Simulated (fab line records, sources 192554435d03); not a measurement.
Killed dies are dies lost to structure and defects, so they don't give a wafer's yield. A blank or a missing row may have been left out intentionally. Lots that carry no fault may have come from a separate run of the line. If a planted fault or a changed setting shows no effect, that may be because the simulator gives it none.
fab line records	flow n5Finfet
record lots=5	wafers=15	lastDay=18
route steps=1938 shown BEOL_M1@781 PASSIVATION@1936
lots with no fault: from the same line, run without faults
startH: start of the lot's first displayed wafer, in hours after the record's first day	waitH: time in hours since the lot's previous step	" repeats the value in the row above	L1.1+2: several wafers, shown together as one row	- no value, or no start was given	* or withheld: withheld	< > ~ a bound
route shown NAME@n: a module of which the file shows steps, and the number in the route of the first	usual: average and standard deviation across the fault-free wafers	same: alike in all rows	chamber/n: place in a boat	sites: the reading at each site	_std_site: their standard deviation	_edge_site: outer sites' mean less inner sites'	radiusMm: how far each site lies from the wafer's centre	mask NAME#n: copy n	behind: the most recent tool/chamber to have shaped the wafer	hold: why the lot was held/for how many hours/how that ended	device: which transistor (n, p or np) failed to switch	end of line: the tests these same wafers got at the end of their route	where a step has no rows: the recipe by itself	killed: at the first sort, the dies lost to defects and structure; wafer yield is something else	map: per-die view of a wafer (x killed, . not killed, _ where there is no die)
set.NAME: the setting the step ran with; set.NAME@STEP: the setting that earlier step ran with	model.NAME: the simulator's own value behind a step, which no gauge read
lots seen at some steps along the route; tables by step, rows by wafer
services: from which hour (startH, from the record's first day; less than 0 if before it) a tool's chamber was out of use, for how many hours, and why
## steps
# step N5_BEOL_M1_EBR_24
# recipe solvent=PGMEA	ebrWidthMm=1.5
# step N5_BEOL_M1_SOFTBAKE_23
# recipe tempC=110	timeS=60	resist=CAR-EUV
# step N5_BEOL_M1_EXPOSE_25
# recipe maskId=V0	na=0.33	sourceShape=quasar	sigmaInner=0.2	sigmaOuter=0.8	polarization=unpolarized	defocusNm=5	targetCdNm=24	doseMj=63
# step N5_BEOL_M1_PEB_26
# recipe pebTempC=100	pebTimeS=60	resist=CAR-EUV
# step N5_BEOL_M1_DEVELOP_27
# recipe developTimeS=30	developer=TMAH	resist=CAR-EUV	rinseLiquid=surfactantRinse	dry=airSpin	devTempC=23
# step N5_BEOL_M1_CD_MEAS_28
# recipe landingEnergyEv=500	detector=seInlens	targetCdYNm=23.3
# usual cdNm=24.03/0.27
lot.wafer	tool	chamber	startH	waitH	cdNm
L167.3	cdSem-01	0	127.92	-	24.12
L167.4	"	0	"	"	24.19
L167.5	"	0	"	"	24.22
L175.1	cdSem-02	0	180.09	-	23.98
L175.4	"	0	"	"	23.54
L175.6	"	0	"	"	24.01
L180.1	cdSem-03	0	208.73	-	24.27
L180.2	"	0	"	"	24.53
L180.5	"	0	"	"	24.11
L182.1	cdSem-02	0	220.61	-	24.11
L182.3	"	0	"	"	23.89
L182.5	"	0	"	"	23.77
L187.2	cdSem-03	0	254.23	-	24.33
L187.4	"	0	"	"	23.72
L187.6	"	0	"	"	24.26
# step N5_BEOL_M1_OVL_MEAS_29
# recipe pointsPerWafer=522
# usual V0_OVL=0.0/0.69
lot.wafer	tool	chamber	startH	waitH	V0_OVL[nm]
L167.3	overlay-02	0	127.96	0.0	-1.0
L167.4	"	0	"	"	-0.1
L167.5	"	0	"	"	-0.8
L175.1	overlay-01	0	180.12	0.0	0.6
L175.4	"	0	"	"	-1.4
L175.6	"	0	"	"	-1.0
L180.1	overlay-02	0	208.76	0.0	-0.2
L180.2	"	0	"	"	0.3
L180.5	"	0	"	"	-1.3
L182.1	overlay-02	0	220.64	0.0	0.6
L182.3	"	0	"	"	-0.5
L182.5	"	0	"	"	-0.2
L187.2	overlay-01	0	254.27	0.0	-1.0
L187.4	"	0	"	"	-0.4
L187.6	"	0	"	"	-0.3
# step N5_BEOL_M1_INSPECT_30
# recipe mode=adi	inspectInstrument=brightfield
# usual rawDefectCount=435/92
lot.wafer	tool	chamber	startH	waitH	rawDefectCount
L167.3	defectInspect-01	-	128.01	0.0	425
L167.4	"	-	"	"	434
L167.5	"	-	"	"	596
L175.1	defectInspect-02	-	180.18	0.1	482
L175.4	"	-	"	"	384
L175.6	"	-	"	"	369
L180.1	defectInspect-01	-	208.82	0.1	514
L180.2	"	-	"	"	499
L180.5	"	-	"	"	527
L182.1	defectInspect-01	-	220.70	0.1	476
L182.3	"	-	"	"	511
L182.5	"	-	"	"	367
L187.2	defectInspect-02	-	254.32	0.0	578
L187.4	"	-	"	"	468
L187.6	"	-	"	"	688
# step N5_BEOL_M1_DESCUM_33
# recipe chemistry=O2	timeS=7	sourcePowerW=50	biasPowerW=20	pressureMtorr=20	rfFrequencyHz=2.712e+07	tempC=40	resist=CAR-EUV	o2FlowSccm=225
# step N5_BEOL_M1_ETCH_77
# recipe chemistry=N2/H2	target=underlayer	targetDepthA=65	maskMaterial=CAR-EUV	timeS=5.2	ionEnergyEv=200	pressureMtorr=30	sourceW=840	biasW=150	n2FlowSccm=200	h2FlowSccm=200	ends=cleared
# step N5_BEOL_M1_ETCH_69
# recipe chemistry=CF4	target=SiARC	targetDepthA=156	maskMaterial=CAR-EUV	timeS=26	ionEnergyEv=80	pressureMtorr=40	sourceW=545	biasW=36	Ar_flow_sccm=100	cf4FlowSccm=100	ends=cleared
# step N5_BEOL_M1_ALD_98
# recipe material=SiO2	targetThkA=25	tempC=100	aldPrecursorFamily=BDEAS	aldCoReactant=O2-plasma	pulseTimeS=1	coReactantPulseTimeS=1	purgeTimeS=2	coReactantPurgeTimeS=2	aldCycles=17	pressureTorr=2
# step N5_BEOL_M1_ETCHBACK_99
# recipe chemistry=CHF3	target=SiO2	targetDepthA=50	timeS=10.4	sourceW=215	biasW=47	Ar_flow_sccm=200	CHF3_flow_sccm=12	ionEnergyEv=100	pressureMtorr=30
# usual drypumpMotorCurrentA=5.7/0.41	oes_ar_750_au=0.77/0.079	oesProductAu=0.77/0.083	rfVppV=239/3.4	showerheadPlenumPTorr=2.15/0.062	throttleValvePct=17.06/0.23
lot.wafer	tool	chamber	startH	waitH	drypumpMotorCurrentA	oes_ar_750_au	oesProductAu	rfHoursCounterH	rfVppV	showerheadPlenumPTorr	throttleValvePct
L167.3	rieDiel-06	1	130.61	2.4	5.5	0.69	0.68	223	243	2.13	17.07
L167.4	"	0	"	"	5.9	0.71	0.69	236	237	2.12	17.13
L167.5	"	0	"	"	5.9	0.71	0.69	-	237	2.12	17.15
L175.1	rieDiel-01	3	184.24	2.9	5.9	0.83	0.81	101	240	2.25	16.95
L175.4	"	2	"	"	5.6	0.74	0.73	181	238	2.15	16.89
L175.6	"	1	"	"	6.5	0.87	0.88	-	242	2.12	16.94
L180.1	rieDiel-02	3	212.39	3.4	6.4	0.66	0.66	234	236	2.12	17.16
L180.2	"	1	"	"	5.2	0.76	0.75	171	234	2.06	16.76
L180.5	"	0	"	"	5.9	0.70	0.68	-	242	2.04	17.70
L182.1	rieDiel-02	2	230.17	9.2	5.8	0.72	0.71	206	236	2.20	17.12
L182.3	"	3	"	"	6.4	0.65	0.65	240	234	2.11	17.17
L182.5	"	1	"	"	5.2	0.75	0.74	-	233	2.05	16.78
L187.2	rieDiel-01	1	264.80	10.3	6.4	0.84	0.85	60	244	2.11	16.99
L187.4	"	2	"	"	5.6	0.72	0.71	207	240	2.14	16.94
L187.6	"	3	"	"	5.9	0.80	0.80	-	238	2.24	16.96
# step N5_BEOL_M1_ETCH_70
# recipe chemistry=N2/H2	target=SOC	targetDepthA=800	overetchA=160	maskMaterial=SiARC	tempC=40	timeS=120	ionEnergyEv=200	pressureMtorr=30	sourceW=840	biasW=150	n2FlowSccm=200	h2FlowSccm=200
# step N5_BEOL_M1_STRIP_71
# recipe chemistry=N2/H2	tempC=40	n2FlowSccm=200	h2FlowSccm=200	rfFrequencyHz=6e+07
# step N5_BEOL_M1_STRIP_78
# recipe chemistry=N2/H2	tempC=40	n2FlowSccm=200	h2FlowSccm=200	rfFrequencyHz=6e+07
# step N5_BEOL_M1_VIA_ETCH_34
# recipe chemistry=C4F6/O2	targetDepthA=678	maskMaterial=SOC	pressureMtorr=15	ionEnergyEv=250	taperDeg=4	timeS=64.4	sourceW=350	biasW=170	Ar_flow_sccm=300	C4F6_flow_sccm=10	O2_flow_sccm=10
# step N5_BEOL_M1_STRIP_83
# recipe chemistry=C4F6/O2	resist=SiARC	rfFrequencyHz=6e+07
# step N5_BEOL_M1_STRIP_36
# recipe chemistry=N2/H2	powerW=450	tempC=40	pressureMtorr=20	rfFrequencyHz=6e+07	overashFraction=0.3	biasPowerW=7	h2Frac=0.5	n2FlowSccm=200	h2FlowSccm=200
# step N5_BEOL_M1_TRENCH_ETCH_37
# recipe chemistry=C4F6/O2	targetDepthA=552.07	target=SiOC	timeS=29	ionEnergyEv=250	pressureMtorr=30	sourceW=355	biasW=185	Ar_flow_sccm=300	C4F6_flow_sccm=10	O2_flow_sccm=10
# step N5_BEOL_M1_ETCH_41
# recipe chemistry=CH3F/O2	target=SiCN	targetDepthA=319	taperDeg=2	timeS=57.8	ionEnergyEv=120	maskMaterial=TiN	pressureMtorr=30	sourceW=395	biasW=75	Ar_flow_sccm=150	CH3F_flow_sccm=30	O2_flow_sccm=20
# usual drypumpMotorCurrentA=5.7/0.41	oesProductAu=0.77/0.084	rfVppV=297.5/1.6	showerheadPlenumPTorr=2.00/0.059	throttleValvePct=16.32/0.23
lot.wafer	tool	chamber	startH	waitH	drypumpMotorCurrentA	oesProductAu	rfHoursCounterH	rfVppV	showerheadPlenumPTorr	throttleValvePct
L167.3	rieDiel-06	1	-	-	5.5	0.68	223	296.6	1.98	16.32
L167.4	"	0	"	"	5.9	0.70	236	295.8	1.97	16.40
L167.5	"	0	"	"	6.0	0.69	-	297.9	1.97	16.42
L175.1	rieDiel-01	3	-	-	5.9	0.82	101	299.5	2.10	16.21
L175.4	"	2	"	"	5.6	0.73	181	297.1	2.00	16.14
L175.6	"	1	"	"	6.5	0.89	-	297.5	1.97	16.16
L180.1	rieDiel-02	3	-	-	6.4	0.66	234	296.6	1.97	16.42
L180.2	"	1	"	"	5.1	0.74	171	294.6	1.91	16.06
L180.5	"	0	"	"	5.9	0.69	-	294.8	1.90	16.94
L182.1	rieDiel-02	2	-	-	5.8	0.71	206	298.0	2.05	16.41
L182.3	"	3	"	"	6.4	0.65	240	296.8	1.96	16.43
L182.5	"	1	"	"	5.1	0.74	-	295.4	1.91	16.08
L187.2	rieDiel-01	1	-	-	6.5	0.84	60	295.8	1.96	16.19
L187.4	"	2	"	"	5.6	0.71	207	297.8	1.99	16.18
L187.6	"	3	"	"	5.9	0.80	-	298.6	2.09	16.24
# step N5_BEOL_M1_STRIP_97
# recipe chemistry=N2/H2	timeS=10	powerW=450	tempC=40	pressureMtorr=20	rfFrequencyHz=6e+07	biasPowerW=7	n2FlowSccm=200	h2FlowSccm=200
# step N5_BEOL_M1_OCD_MEAS_38
# usual trenchDepthNm=54.8/1.1
lot.wafer	tool	chamber	startH	waitH	trenchDepthNm
L167.3	ocd-01	-	131.01	-	55.9
L167.4	"	-	"	"	54.3
L167.5	"	-	"	"	53.6
L175.1	ocd-02	-	184.63	-	55.4
L175.4	"	-	"	"	54.8
L175.6	"	-	"	"	54.8
L180.1	ocd-02	-	212.78	-	52.2
L180.2	"	-	"	"	54.7
L180.5	"	-	"	"	54.1
L182.1	ocd-02	-	230.56	-	54.3
L182.3	"	-	"	"	52.2
L182.5	"	-	"	"	54.4
L187.2	ocd-01	-	265.19	-	54.4
L187.4	"	-	"	"	54.8
L187.6	"	-	"	"	55.0
# step N5_BEOL_M1_HM_STRIP_39
# recipe chemistry=peroxideTinStrip	material=TiN	targetDepthA=250	tempC=50	timeS=158
# step N5_BEOL_M1_SRD_40
# recipe timeS=30	tempC=23	rinseLiquid=diw	dry=ipaMarangoni
# step N5_BEOL_M1_PRECLEAN_42
# recipe chemistry=residueRemover	timeS=60	tempC=40
# step N5_BEOL_M1_SRD_43
# recipe timeS=30	tempC=23	rinseLiquid=diw	dry=ipaMarangoni
# step N5_BEOL_M1_CD_MEAS_35
# recipe targetCdNm=18	targetCdYNm=21	polarity=opening
# usual cdNm=18.1/0.39
lot.wafer	tool	chamber	startH	waitH	cdNm
L167.3	cdSem-03	-	131.16	0.0	17.9
L167.4	"	-	"	"	18.1
L167.5	"	-	"	"	18.3
L175.1	cdSem-03	-	184.80	0.0	18.3
L175.4	"	-	"	"	18.2
L175.6	"	-	"	"	18.0
L180.1	cdSem-02	-	212.94	0.0	17.9
L180.2	"	-	"	"	17.6
L180.5	"	-	"	"	17.8
L182.1	cdSem-03	-	230.71	0.0	17.3
L182.3	"	-	"	"	17.5
L182.5	"	-	"	"	17.8
L187.2	cdSem-02	-	265.35	0.0	18.3
L187.4	"	-	"	"	18.5
L187.6	"	-	"	"	18.4
# step N5_BEOL_M1_DEGAS_44
# recipe ambient=vacuum	tempC=250	timeS=60
# step N5_BEOL_M1_PRE_CLEAN_45
# recipe gas=H2/He	timeS=30	tempC=250
# step N5_BEOL_M1_ALD_84
# recipe material=TaN	targetThkA=*	tempC=275	aldPrecursorFamily=PDMAT	aldCoReactant=NH3	pressureTorr=3	carrierFlowSccm=1500	pulseTimeS=2	purgeTimeS=3	coReactantPurgeTimeS=2	coReactantPulseTimeS=3	aldCycles=30	precursorVesselTempC=75	precursorVesselPressureTorr=26.25	precursorVesselCarrierSccm=1000
# step N5_BEOL_M1_SURFACE_TREAT_85
# recipe gas=Ar	timeS=*	ionEnergyEv=*	ionCurrentMaCm2=0.5	pressureMtorr=*	arFlowSccm=30
# step N5_BEOL_M1_CVD_47
# recipe material=Co	targetThkA=30	tempC=withheld	precursor=CCTBA/H2	pressureTorr=30	timeS=223.8
# step N5_BEOL_M1_SPUTTER_48
# recipe material=Cu	targetThkA=45	tempC=-20	chamberPressurePa=0.07	powerW=withheld	timeS=8.29
# step N5_BEOL_M1_ANNEAL_49
# recipe tempC=400	timeS=240	ambient=vacuum
# usual heaterPowerW=837/130
lot.wafer	tool	chamber	startH	waitH	heaterPowerW
L167.3	pvdSputter-03	-	133.01	0.0	794
L167.4	"	-	"	"	776
L167.5	"	-	"	"	804
L175.1	pvdSputter-02	-	186.36	0.0	827
L175.4	"	-	"	"	1039
L175.6	"	-	"	"	619
L180.1	pvdSputter-02	-	213.80	0.0	1079
L180.2	"	-	"	"	846
L180.5	"	-	"	"	1062
L182.1	pvdSputter-02	-	232.04	0.0	1048
L182.3	"	-	"	"	619
L182.5	"	-	"	"	857
L187.2	pvdSputter-02	-	266.38	0.0	1039
L187.4	"	-	"	"	621
L187.6	"	-	"	"	831
# step N5_BEOL_M1_SPUTTER_79
# recipe material=Cu	targetThkA=45	tempC=-20	chamberPressurePa=0.07	powerW=withheld	timeS=8.29
# usual throttleValvePct=30.3/1
lot.wafer	tool	chamber	startH	waitH	throttleValvePct
L167.3	pvdSputter-03	-	133.15	0.1	30.3
L167.4	"	-	"	"	30.6
L167.5	"	-	"	"	30.5
L175.1	pvdSputter-02	-	186.50	0.1	29.5
L175.4	"	-	"	"	30.1
L175.6	"	-	"	"	30.8
L180.1	pvdSputter-02	-	213.94	0.1	31.3
L180.2	"	-	"	"	30.2
L180.5	"	-	"	"	31.3
L182.1	pvdSputter-02	-	232.18	0.1	30.0
L182.3	"	-	"	"	30.7
L182.5	"	-	"	"	29.6
L187.2	pvdSputter-02	-	266.52	0.1	29.8
L187.4	"	-	"	"	30.9
L187.6	"	-	"	"	29.7
# step N5_BEOL_M1_ANNEAL_80
# recipe tempC=400	timeS=240	ambient=vacuum
# step N5_BEOL_M1_SPUTTER_81
# recipe material=Cu	targetThkA=45	tempC=-20	chamberPressurePa=0.07	powerW=withheld	timeS=8.29
# step N5_BEOL_M1_ANNEAL_82
# recipe tempC=400	timeS=240	ambient=vacuum
# step N5_BEOL_M1_SPUTTER_86
# recipe material=Cu	targetThkA=45	tempC=-20	chamberPressurePa=0.07	powerW=withheld	timeS=8.29
# usual throttleValvePct=30.3/1
lot.wafer	tool	chamber	startH	waitH	throttleValvePct
L167.3	pvdSputter-03	-	133.59	0.1	30.4
L167.4	"	-	"	"	30.6
L167.5	"	-	"	"	30.4
L175.1	pvdSputter-02	-	186.94	0.1	29.5
L175.4	"	-	"	"	30.3
L175.6	"	-	"	"	30.8
L180.1	pvdSputter-02	-	214.38	0.1	31.0
L180.2	"	-	"	"	29.7
L180.5	"	-	"	"	31.5
L182.1	pvdSputter-02	-	232.62	0.1	30.0
L182.3	"	-	"	"	30.8
L182.5	"	-	"	"	29.8
L187.2	pvdSputter-02	-	266.96	0.1	29.8
L187.4	"	-	"	"	30.8
L187.6	"	-	"	"	29.7
# step N5_BEOL_M1_ANNEAL_87
# recipe tempC=400	timeS=240	ambient=vacuum
# usual heaterPowerW=836/120
lot.wafer	tool	chamber	startH	waitH	heaterPowerW
L167.3	pvdSputter-03	-	133.67	0.0	808
L167.4	"	-	"	"	776
L167.5	"	-	"	"	776
L175.1	pvdSputter-02	-	187.02	0.0	845
L175.4	"	-	"	"	1051
L175.6	"	-	"	"	635
L180.1	pvdSputter-02	-	214.46	0.0	1066
L180.2	"	-	"	"	858
L180.5	"	-	"	"	1092
L182.1	pvdSputter-02	-	232.70	0.0	1072
L182.3	"	-	"	"	611
L182.5	"	-	"	"	846
L187.2	pvdSputter-02	-	267.04	0.0	1030
L187.4	"	-	"	"	618
L187.6	"	-	"	"	829
# step N5_BEOL_M1_SPUTTER_88
# recipe material=Cu	targetThkA=45	tempC=-20	chamberPressurePa=0.07	powerW=withheld	timeS=8.29
# step N5_PASSIVATION_PROBE_49
# usual defectLimitedYield=91.4/1.5	killed_at_M0_to_M3=35/11	killed_at_M4_up=16/7	killedAtContacts=11/5.3	killedAtFrontEnd=37/11	killedAtOther=3.1/2.8	killedDies=102/18	killedOnRim=13/3.7	killedOpen=69/15	killedShort=31/7.8	sort_bin_5_function=5.1/1.1	sort_bin_6_memory=3.2/0.69	sort_bin_8_speed=0.00/0.016	sortNPass=1078/18	sortYieldPct=91.4/1.5
# same grossDies=1180	killedAtBackSide=0	sort_bin_4_leakage[%]=0
lot.wafer	tool	chamber	startH	waitH	defectLimitedYield[%]	killed_at_M0_to_M3	killed_at_M4_up	killedAtContacts	killedAtFrontEnd	killedAtOther	killedDies	killedOnRim	killedOpen	killedShort	sort_bin_5_function[%]	sort_bin_6_memory[%]	sort_bin_8_speed[%]	sortNPass	sortYieldPct[%]
L175.6	prober-01	-	319.10	0.3	88.5	78	12	11	35	0	136	28	50	21	6.9	3.2	0	1044	88.5
L180.1	prober-01	-	356.60	0.0	90.5	35	18	6	51	2	112	10	81	29	4.9	4.0	0.08	1068	90.5
L180.2	prober-01	-	356.65	0.1	89.1	45	14	2	59	9	129	14	83	46	7.7	3.0	0	1051	89.1
L180.5	prober-01	-	356.80	0.2	90.8	31	13	9	50	5	108	13	72	35	5.3	3.6	0	1072	90.8
L182.3	prober-02	-	380.75	0.1	90.3	41	13	4	44	12	114	15	75	38	5.7	3.5	0	1066	90.3
L182.5	prober-02	-	380.85	0.2	93.4	36	12	6	19	5	78	12	50	28	4.2	2.2	0	1102	93.4
L187.2	prober-01	-	425.03	0.1	91.2	26	22	11	44	1	104	13	75	28	4.6	4.2	0	1076	91.2
# killed by level:class
L175.6 BEOL_M1:unspecified=61 STI_FIN_REVEAL:geometricParticle:open=14 MOL_CONTACT_COAG:geometricParticle:open=10 BEOL_M0_SAQP:geometricParticle:short=5 BEOL_M4:geometricParticle:open=5 STARTING-WAFER:geometricParticle:short=5 BEOL_M1:geometricParticle:open=4 STI_FIN_REVEAL:geometricParticle:short=3
L180.1 FIN_SAQP:geometricParticle:open=14 FIN_SAQP:geometricParticle:short=12 BEOL_M3:geometricParticle:open=9 BEOL_M1:geometricParticle:open=9 BEOL_M2:geometricParticle:open=8 BEOL_M4:geometricParticle:open=8 STI_FIN_REVEAL:geometricParticle:open=6 GATE_CUT:geometricParticle:open=5
L180.2 FIN_SAQP:geometricParticle:open=18 FIN_SAQP:geometricParticle:short=14 BEOL_M0_SAQP:geometricParticle:short=11 BEOL_M0_SAQP:geometricParticle:open=11 STI_FIN_REVEAL:geometricParticle:open=7 DUMMY_GATE:geometricParticle:open=5 BEOL_M2:geometricParticle:open=5 BEOL_M3:geometricParticle:open=5
L180.5 FIN_SAQP:geometricParticle:open=16 FIN_SAQP:geometricParticle:short=11 BEOL_M2:geometricParticle:open=8 BEOL_M1:geometricParticle:open=7 MOL_CONTACT_COAG:geometricParticle:open=6 BEOL_M0_SAQP:geometricParticle:short=6 GATE_CUT:geometricParticle:open=5 BEOL_M4:geometricParticle:open=5
L182.3 FIN_SAQP:geometricParticle:short=14 BEOL_M3:geometricParticle:open=14 BEOL_M2:geometricParticle:open=11 FIN_SAQP:geometricParticle:open=10 STI_FIN_REVEAL:geometricParticle:open=6 MIM_TOP:geometricParticle:short=5 BEOL_M4:geometricParticle:open=5 MOL_CONTACT_COAG:geometricParticle:open=4
L182.5 BEOL_M2:geometricParticle:open=12 BEOL_M2:geometricParticle:short=10 BEOL_M3:geometricParticle:open=8 BEOL_M4:geometricParticle:open=8 FIN_SAQP:geometricParticle:short=4 MOL_CONTACT_COAG:geometricParticle:open=4 STARTING-WAFER:geometricParticle:short=4 FIN_SAQP:geometricParticle:open=3
L187.2 STI_FIN_REVEAL:geometricParticle:open=12 MOL_CONTACT_COAG:geometricParticle:open=10 FIN_SAQP:geometricParticle:open=8 BEOL_M0_SAQP:geometricParticle:short=7 BEOL_M0_SAQP:geometricParticle:open=6 BEOL_M4:geometricParticle:open=6 BEOL_M5:geometricParticle:open=6 FIN_SAQP:geometricParticle:short=5
# map L175.6 (x killed, . not)
_________________......x.....________________
______________...........x......_____________
___________......x.................__________
__________.................x....xx.._________
________..........................x..._______
_______..x.............................______
______x.x.............................xx_____
_____xxxxx..................x............____
____xxxxx.x...............................___
___xxxxxxxx...x....x.......................__
___xxxxxxx..x..................x.....x..x..__
__xxxxxxxx.........x.x.................x.x.._
__xxxxxxx..................xx...........x..._
_xxxxxxx......x..............................
_xxxxxx.x...............x.x..x....x........x.
_x...x.x.....................xx..............
_..x..x.....x....x....x..x..........x........
_..................................x.........
_....x.....x.................................
_x.....................x.....................
_................xx....................xx....
__...................x...........xx........._
__........x.............x..................._
___........................................__
___......................................x.__
____.x........x.........x.................___
_____x......x...........x......x..x......____
______.......x....x........x....xx....x._____
_______...........................x...x______
________.x.....x......................_______
__________x......x.................._________
___________.....................x.x__________
______________.................._____________
_________________............________________
# map L187.6 (x killed, . not)
_________________...x........________________
______________.x.x.............._____________
___________.xx.............x.......__________
__________...x...............x......_________
________...........x...x.............._______
_______....x........x.x....x...........______
______.......x.x..x.x....x.....x...xx..._____
_____.....x..x...x............x..........____
____....................x...........x.x.xx___
___........................................__
___..x...........x..xx.................x...__
__x..x............x........x.x........x....._
__.....x...........x......x......x.....x...._
_...x...............................x..xx....
_..........x..x.......x................x.x...
_.....x................x.....................
_..x..x..............x.......................
_......xx.................x....xx...x.......x
_.x.xx.....x.................................
_........x.....x...............x......x......
_......................x...................x.
__..............................x........x.x_
__......x.x.....x.....x....x.....x.........._
___.....x.....x..............x.......x.....__
___..........x....x...................x....__
____.x.....x...................x..x.......___
_____.....xx.x...........................____
______...........x..x..x......x........._____
_______.....x.........x..x.............______
________.....x.................x......_______
__________.xx...............x......._________
___________........x.......x.......__________
______________.................._____________
_________________..x.........________________
## services
tool	chamber	startH	hours	kind
rieDiel-01	1	107.72	3.6	repair
rieDiel-06	2	162.47	4.1	repair
rieDiel-01	-	165.45	15.6	pm
rieDiel-06	0	175.79	-	clean
rieDiel-06	0	175.79	-	consumableReplace:focusRing
rieDiel-06	0	175.79	25.3	scheduledDown
rieDiel-06	0	175.79	25.3	ventCycle
rieDiel-06	1	206.38	-	clean
rieDiel-06	1	206.38	-	consumableReplace:focusRing
rieDiel-06	1	206.38	20.7	scheduledDown
rieDiel-06	1	206.38	20.7	ventCycle
rieDiel-02	0	230.12	-	clean
rieDiel-02	0	230.12	-	consumableReplace:focusRing
rieDiel-02	0	230.12	-	consumableReplace:showerhead
rieDiel-02	0	230.12	22.2	scheduledDown
rieDiel-02	0	230.12	22.2	ventCycle
rieDiel-06	1	250.77	15.2	repair
rieDiel-02	3	253.91	-	clean
rieDiel-02	3	253.91	-	consumableReplace:focusRing
rieDiel-02	3	253.91	32.5	scheduledDown
rieDiel-02	3	253.91	32.5	ventCycle
## key
firstSign step=N5_PASSIVATION_PROBE_49	reading=killed_at_M0_to_M3	direction=up	sigmas=3.9	usual=35	struck=78
effect step=N5_PASSIVATION_PROBE_49	reading=killedOnRim	direction=up	sigmas=3.9	usual=13	struck=28
moreKillsBornAt N5_BEOL_M1_ETCHBACK_99@rieDiel-01=61
metAt N5_BEOL_M1_ETCHBACK_99
struckWafers L175.6
fault kind=chamberParticleSource	tool=rieDiel-01	chamber=1	onsetH=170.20	steps=N5_BEOL_M1_ETCHBACK_99	ratePerVisitCm2=0.60522	endH=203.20
